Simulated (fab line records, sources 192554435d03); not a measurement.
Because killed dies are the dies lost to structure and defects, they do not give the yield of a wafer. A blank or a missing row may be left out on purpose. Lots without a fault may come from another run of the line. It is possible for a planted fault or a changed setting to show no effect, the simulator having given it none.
fab line records	flow n5Finfet
[record] lots = 24	wafers = 72	lastDay = 18
route steps=1938 shown BEOL_M2@911 BEOL_M3@931
lots that met no fault: from a run of the same line without faults
startH: hours from the record's opening day to when the first of the lot's shown wafers began	waitH: hours since the lot's step before	" same as the row above	L1.1+2: a row that stands for several wafers	- either no value or no given start	* or withheld: withheld	< > ~ a bound
route shown NAME@n: NAME is a module with steps in the file, n the number in the route of the first one	usual: the fault-free wafers' mean and standard deviation	same: alike in all rows	chamber/n: place in a boat	sites: the reading at each site	_std_site: standard deviation of those values	_edge_site: the outer-site mean with the inner-site mean subtracted	radiusMm: how far each site lies from the wafer's centre	mask NAME#n: copy n	behind: the tool/chamber that last shaped the wafer	hold: why the lot went on hold/how many hours it stayed there/how the hold came to an end	device: names the non-switching transistor (n, p or np)	end of line: tests run on the same wafers once the route is complete	for a step that has no rows: nothing shown but its recipe	killed: at the first sort, the dies lost to defects and structure; wafer yield is something else	map: a wafer's dies, marking killed ones x, the rest . and places with no die _
set.NAME: the setting as run; set.NAME@STEP: as run at that earlier step	model.NAME: the simulator's own value behind a step, which no gauge read
steps of the route over a sample of lots; a table a step, a row a wafer
services: when a tool's chamber went out of use (startH, in hours from the record's first day, below 0 if earlier), for how many hours, and the reason
[[steps]]
[step N5_BEOL_M2_ANNEAL_87]
[recipe] tempC = 400	timeS = 240	ambient = vacuum
[usual] heaterPowerW = 869/44
lot.wafer	tool	chamber	startH	waitH	heaterPowerW
L075.3	pvdSputter-03	-	140.22	0.0	862
L075.4	"	-	"	"	930
L075.6	"	-	"	"	794
L074.2	pvdSputter-02	-	144.59	0.0	903
L074.5	"	-	"	"	892
L074.6	"	-	"	"	874
L076.1	pvdSputter-01	-	145.68	0.0	851
L076.3	"	-	"	"	826
L076.5	"	-	"	"	860
L077.1	pvdSputter-02	-	151.25	0.0	875
L077.2	"	-	"	"	875
L077.3	"	-	"	"	835
L079.3	pvdSputter-03	-	166.33	0.0	934
L079.5	"	-	"	"	832
L079.6	"	-	"	"	910
L078.1	pvdSputter-02	-	174.07	0.0	902
L078.5	"	-	"	"	920
L078.6	"	-	"	"	905
L080.3	pvdSputter-01	-	180.66	0.0	859
L080.4	"	-	"	"	968
L080.6	"	-	"	"	822
L081.3	pvdSputter-02	-	183.87	0.0	890
L081.4	"	-	"	"	888
L081.5	"	-	"	"	899
L082.2	pvdSputter-03	-	184.68	0.0	824
L082.3	"	-	"	"	885
L082.6	"	-	"	"	815
L083.2	pvdSputter-01	-	186.69	0.0	835
L083.5	"	-	"	"	817
L083.6	"	-	"	"	840
L084.1	pvdSputter-01	-	207.57	0.0	838
L084.3	"	-	"	"	844
L084.5	"	-	"	"	938
L085.1	pvdSputter-01	-	215.65	0.0	942
L085.3	"	-	"	"	819
L085.4	"	-	"	"	852
L086.2	pvdSputter-02	-	217.88	0.0	878
L086.4	"	-	"	"	885
L086.5	"	-	"	"	883
L087.1	pvdSputter-01	-	237.43	0.0	955
L087.4	"	-	"	"	822
L087.5	"	-	"	"	948
L088.2	pvdSputter-01	-	243.83	0.0	858
L088.5	"	-	"	"	843
L088.6	"	-	"	"	843
L089.1	pvdSputter-03	-	244.39	0.0	830
L089.4	"	-	"	"	946
L089.6	"	-	"	"	887
L091.2	pvdSputter-01	-	246.29	0.0	831
L091.5	"	-	"	"	847
L091.6	"	-	"	"	939
L090.2	pvdSputter-03	-	248.27	0.0	850
L090.4	"	-	"	"	888
L090.5	"	-	"	"	969
L092.4	pvdSputter-03	-	253.38	0.0	835
L092.5	"	-	"	"	851
L092.6	"	-	"	"	872
L093.1	pvdSputter-01	-	260.93	0.0	835
L093.2	"	-	"	"	938
L093.6	"	-	"	"	827
L094.1	pvdSputter-02	-	262.66	0.0	879
L094.4	"	-	"	"	887
L094.5	"	-	"	"	864
L095.1	pvdSputter-01	-	267.73	0.0	829
L095.3	"	-	"	"	933
L095.4	"	-	"	"	833
L096.3	pvdSputter-01	-	282.68	0.0	837
L096.4	"	-	"	"	936
L096.6	"	-	"	"	949
L097.2	pvdSputter-01	-	287.13	0.0	824
L097.3	"	-	"	"	949
L097.5	"	-	"	"	837
[step N5_BEOL_M2_SPUTTER_90]
[recipe] material = Cu	targetThkA = 45	tempC = -20	chamberPressurePa = 0.07	powerW = withheld	timeS = 8.29
[usual] chamberPressurePa = 0.07/0.00014	chuckGasFlowSccm = 1.26/0.051	substrateTempC = -19.99/0.11	throttleValvePct = 30.1/1.2
lot.wafer	tool	chamber	startH	waitH	chamberPressurePa	chuckGasFlowSccm	substrateTempC	throttleValvePct
L075.3	pvdSputter-03	-	140.58	0.1	0.06994	1.23	-19.85	28.3
L075.4	"	-	"	"	0.07014	1.31	-20.27	30.9
L075.6	"	-	"	"	0.07005	1.29	-20.02	30.7
L074.2	pvdSputter-02	-	144.95	0.1	0.06993	1.31	-20.04	30.0
L074.5	"	-	"	"	0.06989	1.26	-20.18	30.4
L074.6	"	-	"	"	0.06993	1.30	-20.03	28.1
L076.1	pvdSputter-01	-	146.04	0.1	0.07011	1.28	-19.90	30.8
L076.3	"	-	"	"	0.07006	1.26	-19.79	32.6
L076.5	"	-	"	"	0.07013	1.25	-19.85	30.6
L077.1	pvdSputter-02	-	151.61	0.1	0.07014	1.34	-19.75	30.0
L077.2	"	-	"	"	0.07009	1.28	-20.21	27.7
L077.3	"	-	"	"	0.06991	1.25	-20.01	29.5
L079.3	pvdSputter-03	-	166.69	0.1	0.06982	1.27	-19.99	31.3
L079.5	"	-	"	"	0.06984	1.23	-20.04	28.1
L079.6	"	-	"	"	0.07006	1.21	-19.98	29.7
L078.1	pvdSputter-02	-	174.43	0.1	0.07007	1.23	-19.98	30.4
L078.5	"	-	"	"	0.07021	1.33	-19.91	29.8
L078.6	"	-	"	"	0.07007	1.28	-19.98	28.1
L080.3	pvdSputter-01	-	181.02	0.1	0.07005	1.28	-20.00	29.3
L080.4	"	-	"	"	0.06988	1.24	-19.85	29.3
L080.6	"	-	"	"	0.0701	1.25	-19.79	29.5
L081.3	pvdSputter-02	-	184.23	0.1	0.07	1.28	-19.99	30.7
L081.4	"	-	"	"	0.06985	1.31	-20.02	27.8
L081.5	"	-	"	"	0.07026	1.20	-20.09	30.5
L082.2	pvdSputter-03	-	185.04	0.1	0.07	1.27	-20.01	30.5
L082.3	"	-	"	"	0.06998	1.21	-19.92	29.9
L082.6	"	-	"	"	0.06989	1.16	-20.13	30.9
L083.2	pvdSputter-01	-	187.05	0.1	0.06998	1.20	-19.92	32.5
L083.5	"	-	"	"	0.06991	1.21	-19.98	32.8
L083.6	"	-	"	"	0.07008	1.28	-19.87	30.6
L084.1	pvdSputter-01	-	207.93	0.1	0.0698	1.13	-20.18	32.7
L084.3	"	-	"	"	0.07018	1.35	-19.91	30.8
L084.5	"	-	"	"	0.06987	1.27	-19.92	29.5
L085.1	pvdSputter-01	-	216.01	0.1	0.06987	1.30	-20.11	29.3
L085.3	"	-	"	"	0.06988	1.27	-19.97	32.6
L085.4	"	-	"	"	0.06977	1.27	-19.96	30.5
L086.2	pvdSputter-02	-	218.24	0.1	0.07001	1.28	-19.88	28.0
L086.4	"	-	"	"	0.07	1.30	-19.96	29.8
L086.5	"	-	"	"	0.07011	1.29	-20.06	30.0
L087.1	pvdSputter-01	-	237.79	0.1	0.06996	1.22	-20.02	29.2
L087.4	"	-	"	"	0.06998	1.29	-20.00	32.4
L087.5	"	-	"	"	0.06991	1.29	-20.10	29.3
L088.2	pvdSputter-01	-	244.19	0.1	0.0699	1.39	-19.89	31.0
L088.5	"	-	"	"	0.07012	1.31	-19.83	30.8
L088.6	"	-	"	"	0.06987	1.25	-19.98	29.5
L089.1	pvdSputter-03	-	244.75	0.1	0.06968	1.30	-20.01	28.1
L089.4	"	-	"	"	0.06994	1.25	-19.93	31.0
L089.6	"	-	"	"	0.07019	1.26	-20.06	30.1
L091.2	pvdSputter-01	-	246.65	0.1	0.07017	1.31	-19.93	32.8
L091.5	"	-	"	"	0.06973	1.26	-20.04	29.6
L091.6	"	-	"	"	0.07002	1.27	-19.95	29.3
L090.2	pvdSputter-03	-	248.63	0.1	0.06996	1.37	-20.01	28.1
L090.4	"	-	"	"	0.0699	1.20	-19.94	30.0
L090.5	"	-	"	"	0.07019	1.29	-20.07	30.8
L092.4	pvdSputter-03	-	253.74	0.1	0.07004	1.26	-20.04	28.4
L092.5	"	-	"	"	0.0701	1.19	-19.97	28.3
L092.6	"	-	"	"	0.06979	1.23	-20.12	30.0
L093.1	pvdSputter-01	-	261.29	0.1	0.07023	1.23	-20.01	32.7
L093.2	"	-	"	"	0.06986	1.16	-19.98	29.1
L093.6	"	-	"	"	0.07001	1.28	-19.89	29.6
L094.1	pvdSputter-02	-	263.02	0.1	0.06993	1.29	-20.13	30.4
L094.4	"	-	"	"	0.06993	1.32	-20.16	28.2
L094.5	"	-	"	"	0.07008	1.28	-20.00	27.9
L095.1	pvdSputter-01	-	268.09	0.1	0.06994	1.18	-20.05	29.8
L095.3	"	-	"	"	0.06987	1.23	-19.93	29.0
L095.4	"	-	"	"	0.07008	1.26	-19.94	32.7
L096.3	pvdSputter-01	-	283.04	0.1	0.06978	1.31	-20.13	32.9
L096.4	"	-	"	"	0.06983	1.24	-19.96	29.4
L096.6	"	-	"	"	0.06988	1.28	-19.90	29.3
L097.2	pvdSputter-01	-	287.49	0.1	0.07015	1.26	-19.89	29.5
L097.3	"	-	"	"	0.07006	1.24	-19.97	29.5
L097.5	"	-	"	"	0.06996	1.29	-20.12	30.5
[step N5_BEOL_M2_ANNEAL_91]
[recipe] tempC = 400	timeS = 240	ambient = vacuum
[usual] heaterPowerW = 865/45
lot.wafer	tool	chamber	startH	waitH	heaterPowerW
L075.3	pvdSputter-03	-	140.66	0.0	847
L075.4	"	-	"	"	931
L075.6	"	-	"	"	815
L074.2	pvdSputter-02	-	145.03	0.0	875
L074.5	"	-	"	"	873
L074.6	"	-	"	"	886
L076.1	pvdSputter-01	-	146.12	0.0	854
L076.3	"	-	"	"	819
L076.5	"	-	"	"	845
L077.1	pvdSputter-02	-	151.69	0.0	887
L077.2	"	-	"	"	866
L077.3	"	-	"	"	852
L079.3	pvdSputter-03	-	166.77	0.0	972
L079.5	"	-	"	"	863
L079.6	"	-	"	"	876
L078.1	pvdSputter-02	-	174.51	0.0	925
L078.5	"	-	"	"	872
L078.6	"	-	"	"	896
L080.3	pvdSputter-01	-	181.10	0.0	829
L080.4	"	-	"	"	951
L080.6	"	-	"	"	811
L081.3	pvdSputter-02	-	184.31	0.0	870
L081.4	"	-	"	"	888
L081.5	"	-	"	"	859
L082.2	pvdSputter-03	-	185.12	0.0	805
L082.3	"	-	"	"	879
L082.6	"	-	"	"	832
L083.2	pvdSputter-01	-	187.13	0.0	841
L083.5	"	-	"	"	836
L083.6	"	-	"	"	840
L084.1	pvdSputter-01	-	208.01	0.0	850
L084.3	"	-	"	"	853
L084.5	"	-	"	"	951
L085.1	pvdSputter-01	-	216.09	0.0	942
L085.3	"	-	"	"	836
L085.4	"	-	"	"	834
L086.2	pvdSputter-02	-	218.32	0.0	880
L086.4	"	-	"	"	869
L086.5	"	-	"	"	879
L087.1	pvdSputter-01	-	237.87	0.0	963
L087.4	"	-	"	"	829
L087.5	"	-	"	"	949
L088.2	pvdSputter-01	-	244.27	0.0	823
L088.5	"	-	"	"	859
L088.6	"	-	"	"	839
L089.1	pvdSputter-03	-	244.83	0.0	848
L089.4	"	-	"	"	951
L089.6	"	-	"	"	897
L091.2	pvdSputter-01	-	246.73	0.0	812
L091.5	"	-	"	"	830
L091.6	"	-	"	"	932
L090.2	pvdSputter-03	-	248.71	0.0	838
L090.4	"	-	"	"	882
L090.5	"	-	"	"	914
L092.4	pvdSputter-03	-	253.82	0.0	856
L092.5	"	-	"	"	858
L092.6	"	-	"	"	878
L093.1	pvdSputter-01	-	261.37	0.0	843
L093.2	"	-	"	"	942
L093.6	"	-	"	"	830
L094.1	pvdSputter-02	-	263.10	0.0	890
L094.4	"	-	"	"	874
L094.5	"	-	"	"	882
L095.1	pvdSputter-01	-	268.17	0.0	835
L095.3	"	-	"	"	955
L095.4	"	-	"	"	838
L096.3	pvdSputter-01	-	283.12	0.0	826
L096.4	"	-	"	"	967
L096.6	"	-	"	"	966
L097.2	pvdSputter-01	-	287.57	0.0	834
L097.3	"	-	"	"	946
L097.5	"	-	"	"	849
[step N5_BEOL_M2_ANNEAL_95]
[recipe] tempC = 400	timeS = 240	ambient = vacuum
[usual] heaterPowerW = 869/44
lot.wafer	tool	chamber	startH	waitH	heaterPowerW
L075.3	pvdSputter-03	-	141.10	0.0	869
L075.4	"	-	"	"	929
L075.6	"	-	"	"	784
L074.2	pvdSputter-02	-	145.47	0.0	899
L074.5	"	-	"	"	869
L074.6	"	-	"	"	903
L076.1	pvdSputter-01	-	146.56	0.0	875
L076.3	"	-	"	"	837
L076.5	"	-	"	"	872
L077.1	pvdSputter-02	-	152.13	0.0	878
L077.2	"	-	"	"	876
L077.3	"	-	"	"	850
L079.3	pvdSputter-03	-	167.21	0.0	938
L079.5	"	-	"	"	835
L079.6	"	-	"	"	882
L078.1	pvdSputter-02	-	174.95	0.0	874
L078.5	"	-	"	"	883
L078.6	"	-	"	"	873
L080.3	pvdSputter-01	-	181.54	0.0	869
L080.4	"	-	"	"	922
L080.6	"	-	"	"	873
L081.3	pvdSputter-02	-	184.75	0.0	891
L081.4	"	-	"	"	882
L081.5	"	-	"	"	859
L082.2	pvdSputter-03	-	185.56	0.0	813
L082.3	"	-	"	"	873
L082.6	"	-	"	"	805
L083.2	pvdSputter-01	-	187.57	0.0	820
L083.5	"	-	"	"	828
L083.6	"	-	"	"	857
L084.1	pvdSputter-01	-	208.45	0.0	838
L084.3	"	-	"	"	813
L084.5	"	-	"	"	925
L085.1	pvdSputter-01	-	216.53	0.0	941
L085.3	"	-	"	"	826
L085.4	"	-	"	"	836
L086.2	pvdSputter-02	-	218.76	0.0	875
L086.4	"	-	"	"	874
L086.5	"	-	"	"	885
L087.1	pvdSputter-01	-	238.31	0.0	948
L087.4	"	-	"	"	839
L087.5	"	-	"	"	929
L088.2	pvdSputter-01	-	244.71	0.0	859
L088.5	"	-	"	"	851
L088.6	"	-	"	"	853
L089.1	pvdSputter-03	-	245.27	0.0	854
L089.4	"	-	"	"	900
L089.6	"	-	"	"	880
L091.2	pvdSputter-01	-	247.17	0.0	844
L091.5	"	-	"	"	849
L091.6	"	-	"	"	919
L090.2	pvdSputter-03	-	249.15	0.0	855
L090.4	"	-	"	"	892
L090.5	"	-	"	"	939
L092.4	pvdSputter-03	-	254.26	0.0	837
L092.5	"	-	"	"	859
L092.6	"	-	"	"	886
L093.1	pvdSputter-01	-	261.81	0.0	811
L093.2	"	-	"	"	931
L093.6	"	-	"	"	848
L094.1	pvdSputter-02	-	263.54	0.0	891
L094.4	"	-	"	"	904
L094.5	"	-	"	"	894
L095.1	pvdSputter-01	-	268.61	0.0	844
L095.3	"	-	"	"	947
L095.4	"	-	"	"	848
L096.3	pvdSputter-01	-	283.56	0.0	827
L096.4	"	-	"	"	960
L096.6	"	-	"	"	944
L097.2	pvdSputter-01	-	288.01	0.0	840
L097.3	"	-	"	"	957
L097.5	"	-	"	"	853
[step N5_BEOL_M2_DEP_57]
[recipe] material = SiCN	targetThkA = 80	tempC = withheld	precursor = 3MS/NH3	pressureTorr = 3	rfW = 202	timeS = 14
[usual] rfFwdPowerW = 199.6/0.98	showerheadPlenumPTorr = 3.675/0.018	showerheadVppV = 872/36	throttleValvePct = 9.0/0.37
lot.wafer	tool	chamber	startH	waitH	rfFwdPowerW	showerheadPlenumPTorr	showerheadVppV	throttleValvePct
L075.3	pecvd-01	0	142.32	0.0	198.9	3.650	884	9.0
L075.4	"	1	"	"	200.7	3.662	895	9.2
L075.6	"	0	"	"	198.9	3.663	907	9.0
L074.2	pecvd-03	2	146.59	0.0	200.1	3.680	893	8.8
L074.5	"	2	"	"	199.6	3.685	910	8.9
L074.6	"	0	"	"	198.6	3.706	840	8.6
L076.1	pecvd-03	2	148.03	0.0	200.8	3.688	910	9.0
L076.3	"	0	"	"	199.9	3.702	842	8.7
L076.5	"	1	"	"	200.4	3.681	857	9.5
L077.1	pecvd-03	1	153.28	0.0	200.1	3.662	873	9.3
L077.2	"	0	"	"	198.2	3.695	831	8.6
L077.3	"	2	"	"	198.9	3.688	911	8.8
L079.3	pecvd-01	2	168.33	0.0	200.5	3.679	922	9.9
L079.5	"	0	"	"	200.3	3.659	897	9.2
L079.6	"	2	"	"	200.1	3.680	918	9.8
L078.1	pecvd-03	0	176.22	0.0	199.0	3.701	835	8.6
L078.5	"	0	"	"	198.1	3.697	839	8.5
L078.6	"	2	"	"	201.1	3.692	895	8.8
L080.3	pecvd-01	2	182.66	0.0	201.1	3.679	925	10.2
L080.4	"	2	"	"	200.7	3.679	928	9.9
L080.6	"	0	"	"	200.0	3.651	909	8.9
L081.3	pecvd-03	0	186.32	0.0	199.1	3.712	833	8.7
L081.4	"	2	"	"	201.6	3.688	906	8.8
L081.5	"	0	"	"	198.8	3.699	819	8.3
L082.2	pecvd-02	0	187.05	0.0	199.5	3.669	930	8.8
L082.3	"	1	"	"	197.9	3.642	813	9.0
L082.6	"	1	"	"	197.4	3.639	815	8.9
L083.2	pecvd-01	0	188.69	0.0	199.7	3.656	913	9.1
L083.5	"	0	"	"	199.1	3.661	919	9.1
L083.6	"	1	"	"	200.8	3.669	851	9.7
L084.1	pecvd-01	0	209.64	0.0	199.1	3.665	893	9.2
L084.3	"	1	"	"	200.8	3.660	859	9.5
L084.5	"	1	"	"	200.4	3.673	869	9.2
L085.1	pecvd-02	2	217.77	0.0	199.0	3.671	849	8.7
L085.3	"	0	"	"	200.8	3.660	917	8.7
L085.4	"	2	"	"	200.0	3.685	850	8.6
L086.2	pecvd-03	1	220.15	0.0	199.7	3.667	874	9.3
L086.4	"	2	"	"	200.4	3.686	886	8.6
L086.5	"	1	"	"	200.1	3.671	880	9.0
L087.1	pecvd-02	1	239.47	0.0	198.2	3.635	796	9.0
L087.4	"	1	"	"	198.2	3.631	798	9.1
L087.5	"	2	"	"	198.8	3.662	858	8.7
L088.2	pecvd-03	2	245.86	0.0	201.0	3.685	903	8.8
L088.5	"	0	"	"	198.8	3.697	834	8.7
L088.6	"	2	"	"	201.8	3.697	897	8.7
L089.1	pecvd-02	2	246.39	0.0	198.5	3.662	869	8.5
L089.4	"	2	"	"	199.8	3.671	848	8.8
L089.6	"	1	"	"	197.7	3.643	816	9.0
L091.2	pecvd-02	1	248.31	0.0	198.4	3.646	811	8.9
L091.5	"	1	"	"	198.5	3.640	808	9.0
L091.6	"	0	"	"	199.2	3.663	921	9.0
L090.2	pecvd-03	0	250.29	0.0	198.6	3.690	840	8.5
L090.4	"	2	"	"	199.4	3.682	897	8.9
L090.5	"	0	"	"	199.8	3.708	825	8.8
L092.4	pecvd-03	0	255.67	0.0	199.0	3.709	817	8.6
L092.5	"	2	"	"	199.8	3.686	893	8.9
L092.6	"	1	"	"	199.9	3.676	871	9.4
L093.1	pecvd-03	2	262.93	0.0	199.5	3.680	889	9.0
L093.2	"	1	"	"	199.7	3.674	864	9.2
L093.6	"	0	"	"	199.0	3.699	835	8.9
L094.1	pecvd-03	0	264.67	0.0	199.0	3.702	832	8.9
L094.4	"	1	"	"	199.6	3.681	851	9.7
L094.5	"	0	"	"	199.1	3.698	820	8.6
L095.1	pecvd-02	2	269.73	0.0	198.5	3.677	856	8.8
L095.3	"	1	"	"	199.2	3.637	828	8.8
L095.4	"	0	"	"	200.0	3.660	917	8.7
L096.3	pecvd-03	1	284.73	0.0	199.5	3.664	863	9.4
L096.4	"	2	"	"	200.9	3.687	898	9.0
L096.6	"	1	"	"	199.3	3.671	856	9.6
L097.2	pecvd-03	1	289.16	0.0	201.1	3.663	864	9.2
L097.3	"	2	"	"	199.8	3.683	913	9.0
L097.5	"	2	"	"	200.2	3.679	902	8.7
[step N5_BEOL_M3_ILD_DEP_00]
[recipe] material = SiOC	targetThkA = 790	tempC = 350	precursor = DEMS/O2	pressureTorr = 5	rfW = 500	timeS = 15.3
[usual] heaterPowerOuterW = 243/34	heaterPowerW = 448/41	rfFwdPowerW = 494.3/2.4	showerheadPlenumPTorr = 5.689/0.021	showerheadVppV = 1371/74	throttleValvePct = 11.8/0.35
lot.wafer	tool	chamber	startH	waitH	heaterPowerOuterW	heaterPowerW	rfFwdPowerW	showerheadPlenumPTorr	showerheadVppV	throttleValvePct
L075.3	pecvd-03	1	142.45	0.0	242	480	492.7	5.690	1360	12.4
L075.4	"	2	"	"	247	507	496.9	5.710	1410	11.7
L075.6	"	1	"	"	242	487	493.4	5.695	1372	12.5
L074.2	pecvd-04	0	146.72	0.0	292	472	498.7	5.679	1395	11.5
L074.5	"	2	"	"	186	383	495.8	5.721	1466	11.9
L074.6	"	1	"	"	264	500	491.9	5.678	1269	12.3
L076.1	pecvd-03	1	148.16	0.0	222	460	494.3	5.711	1392	12.4
L076.3	"	0	"	"	240	470	494.5	5.713	1293	11.7
L076.5	"	2	"	"	258	508	496.4	5.709	1442	11.6
L077.1	pecvd-04	1	153.41	0.0	230	463	492.3	5.664	1306	12.2
L077.2	"	0	"	"	278	452	498.3	5.653	1382	11.5
L077.3	"	2	"	"	196	401	499.0	5.701	1450	12.2
L079.3	pecvd-04	2	168.46	0.0	211	403	493.1	5.715	1446	12.2
L079.5	"	2	"	"	211	407	496.5	5.717	1484	12.0
L079.6	"	0	"	"	287	454	495.5	5.669	1357	11.5
L078.1	pecvd-02	0	176.35	0.0	197	382	495.9	5.691	1469	11.4
L078.5	"	0	"	"	200	374	494.9	5.676	1453	11.6
L078.6	"	2	"	"	300	469	492.2	5.690	1365	11.6
L080.3	pecvd-04	0	182.79	0.0	293	483	495.3	5.661	1358	11.6
L080.4	"	1	"	"	267	501	492.4	5.672	1292	12.0
L080.6	"	2	"	"	265	463	493.6	5.704	1471	12.1
L081.3	pecvd-04	0	186.45	0.0	244	400	496.9	5.665	1387	11.4
L081.4	"	2	"	"	251	470	492.3	5.709	1451	12.1
L081.5	"	1	"	"	209	421	495.1	5.679	1285	12.5
L082.2	pecvd-04	1	187.18	0.0	262	490	494.0	5.669	1267	12.2
L082.3	"	0	"	"	236	401	498.7	5.673	1402	11.8
L082.6	"	2	"	"	242	451	493.7	5.712	1477	12.2
L083.2	pecvd-04	2	188.82	0.0	251	470	495.3	5.721	1449	12.1
L083.5	"	2	"	"	249	467	495.9	5.706	1480	11.9
L083.6	"	1	"	"	258	487	492.7	5.677	1269	11.9
L084.1	pecvd-04	0	209.78	0.0	267	433	496.2	5.685	1376	11.5
L084.3	"	1	"	"	234	476	492.9	5.681	1268	11.9
L084.5	"	1	"	"	239	457	493.6	5.678	1271	12.2
L085.1	pecvd-04	0	217.90	0.0	251	423	499.4	5.683	1408	11.6
L085.3	"	2	"	"	190	387	492.1	5.706	1468	12.1
L085.4	"	0	"	"	253	425	498.4	5.664	1389	11.6
L086.2	pecvd-02	2	220.28	0.0	267	429	495.4	5.704	1345	11.3
L086.4	"	1	"	"	220	440	490.8	5.679	1260	11.6
L086.5	"	0	"	"	194	350	494.9	5.690	1459	11.5
L087.1	pecvd-04	2	239.60	0.0	251	451	494.3	5.694	1453	12.0
L087.4	"	0	"	"	302	461	497.0	5.651	1369	11.4
L087.5	"	2	"	"	252	451	494.6	5.704	1447	12.2
L088.2	pecvd-04	1	245.99	0.0	225	462	494.5	5.680	1266	12.4
L088.5	"	1	"	"	221	443	495.7	5.679	1299	11.8
L088.6	"	2	"	"	215	433	494.9	5.703	1440	12.1
L089.1	pecvd-02	1	246.52	0.0	226	427	487.9	5.677	1264	11.7
L089.4	"	1	"	"	229	446	487.9	5.653	1264	11.9
L089.6	"	2	"	"	295	473	493.0	5.686	1347	11.6
L091.2	pecvd-02	2	248.44	0.0	299	484	493.8	5.687	1319	11.5
L091.5	"	0	"	"	174	343	495.8	5.694	1455	11.4
L091.6	"	1	"	"	227	442	489.3	5.673	1265	11.8
L090.2	pecvd-03	0	250.41	0.0	211	419	492.9	5.749	1294	11.8
L090.4	"	0	"	"	204	417	495.5	5.729	1304	11.6
L090.5	"	1	"	"	237	474	491.3	5.708	1392	12.4
L092.4	pecvd-02	0	255.80	0.1	216	402	497.4	5.691	1463	11.6
L092.5	"	2	"	"	308	500	492.4	5.706	1333	11.3
L092.6	"	0	"	"	222	410	494.9	5.701	1445	11.7
L093.1	pecvd-04	1	263.06	0.0	256	502	494.7	5.663	1287	12.2
L093.2	"	0	"	"	270	448	495.9	5.673	1413	11.7
L093.6	"	1	"	"	267	504	492.0	5.661	1272	12.2
L094.1	pecvd-04	2	264.79	0.0	213	409	495.8	5.726	1491	12.1
L094.4	"	1	"	"	192	391	491.1	5.658	1290	12.1
L094.5	"	2	"	"	206	403	496.3	5.725	1456	12.0
L095.1	pecvd-04	0	269.86	0.0	292	461	497.1	5.669	1387	11.4
L095.3	"	2	"	"	246	455	495.7	5.709	1485	12.2
L095.4	"	0	"	"	283	471	496.6	5.671	1407	11.5
L096.3	pecvd-02	0	284.86	0.0	209	396	493.4	5.686	1431	11.9
L096.4	"	2	"	"	294	478	490.4	5.702	1338	11.4
L096.6	"	0	"	"	212	392	494.4	5.688	1460	11.5
L097.2	pecvd-04	0	289.29	0.0	272	453	496.6	5.654	1354	11.5
L097.3	"	2	"	"	247	452	494.2	5.716	1466	12.2
L097.5	"	1	"	"	237	462	493.9	5.668	1288	12.3
[[services]]
tool	chamber	startH	hours	kind
pecvd-02	0	120.07	2.1	scheduledDown
pecvd-04	-	120.08	3.5	repair
pecvd-01	-	152.21	1.7	repair
pecvd-03	1	157.84	3.6	repair
pecvd-02	0	158.88	-	calibration
pecvd-01	2	202.38	-	clean
pecvd-01	2	202.38	-	consumableReplace:showerhead
pecvd-01	2	202.38	29.0	scheduledDown
pecvd-01	2	202.38	29.0	ventCycle
pecvd-02	0	206.64	4.7	repair
pecvd-03	-	238.67	4.3	pm
pecvd-01	-	241.79	14.6	pm
pecvd-02	1	248.81	16.5	scheduledDown
pecvd-04	-	254.23	6.0	pm
pecvd-01	1	279.98	6.5	repair
pecvd-01	0	287.45	3.9	repair
[[key]]
fault none
